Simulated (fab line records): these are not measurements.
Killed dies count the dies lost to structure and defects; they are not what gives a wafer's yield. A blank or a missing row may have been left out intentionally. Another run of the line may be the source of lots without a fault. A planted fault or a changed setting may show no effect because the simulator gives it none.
2 desks, one fault	flow n5Finfet	every desk sees just its own numbers, and what lay behind them comes last

## AT THE TOOL OWNER'S DESK: lithoTrack-03
The tool's own readings at N5_BEOL_M2_COAT_76 (time 60 s, resist thk 5 nm): means of the sampled wafers that have a number, for each lot that ran on this tool. A lot is out of limits, marked OUT, if its mean lies more than 4 standard deviations from the usual mean; the brackets give that distance.
Columns: A = heaterPowerTotalW at N5_BEOL_M2_COAT_76, usual 391.8 W; B = runLengthS at N5_BEOL_M2_COAT_76, usual 66.15 s
lot	first seen here	A	B
L884	day 7 03:20	392.5	66.32
L889	day 8 08:03	392.1	66.43
L892	day 8 21:13	412.9 (+16) OUT	61.81 (-17) OUT
L893	day 9 04:35	401.6 (+7.5) OUT	63.97 (-8.4) OUT
Finding of this desk: L892, L893 out of limits; the first was L892 at day 8 21:13, on heaterPowerTotalW at N5_BEOL_M2_COAT_76. L884, L889: within limits.

## THE METROLOGY DESK
What the gauges read for every lot (on any tool): the sampled wafers with a number, averaged. A lot is out of limits, marked OUT, if its mean lies more than 4 standard deviations from the usual mean; the brackets give that distance. Only the readings that lie furthest out on some lot appear, 7 of the 11 it has.
Columns: A = cdNm at N5_BEOL_M2_CD_MEAS_11, usual 16.83 nm; B = DIBL_P at N5_BEOL_M4_RC_MEAS_101, usual 36.0 mV/V; C = IOFF_N at N5_BEOL_M4_RC_MEAS_101, usual 0.153 nA/um; D = IOFF_P at N5_BEOL_M4_RC_MEAS_101, usual 0.21 nA/um; E = ION_P at N5_BEOL_M4_RC_MEAS_101, usual 462 uA/um; F = VT_N at N5_BEOL_M4_RC_MEAS_101, usual 250 mV; G = VT_P at N5_BEOL_M4_RC_MEAS_101, usual -250 mV
lot	first seen here	A	B	C	D	E	F	G
L884	day 7 02:31	16.92	36.6	0.147	0.19	456	252	-252
L885	day 7 15:32	16.80	38.9	0.174	0.29	473	249	-242
L889	day 8 07:24	17.00	36.9	0.168	0.22	465	250	-250
L892	day 8 20:35	16.98	36.2	0.152	0.20	466	248	-250
L893	day 9 03:52	16.31	37.3	0.174	0.26	470	248	-245
L897	day 10 00:11	16.59	37.2	0.169	0.23	467	248	-247
L901	day 10 18:14	16.80	33.2	0.117	0.15	451	255	-256
L900	day 10 19:34	17.12	36.7	0.157	0.20	459	250	-251
L906	day 12 08:02	16.91	34.2	0.147	0.19	457	250	-252
Finding of this desk: none of the 9 lots has anything out of limits.

## ALL TOGETHER
The tool owner's desk had the chance to raise an alarm at day 8 21:13 on L892, L893.
Metrology desk: nothing out of limits seen.
The metrology desk has L892, L893 on record, within its limits.
N5_BEOL_M2_COAT_76 was run on lithoTrack-03 by each of the lots named.

## WHAT THE SIMULATOR PUT IN
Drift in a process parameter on lithoTrack-03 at N5_BEOL_M2_COAT_76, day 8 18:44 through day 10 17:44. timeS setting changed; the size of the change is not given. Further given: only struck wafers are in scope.
Lots struck among those shown: L892, L893.
How many hours passed from the start of the fault until each desk's first out-of-limits reading: the tool owner's desk, 2.
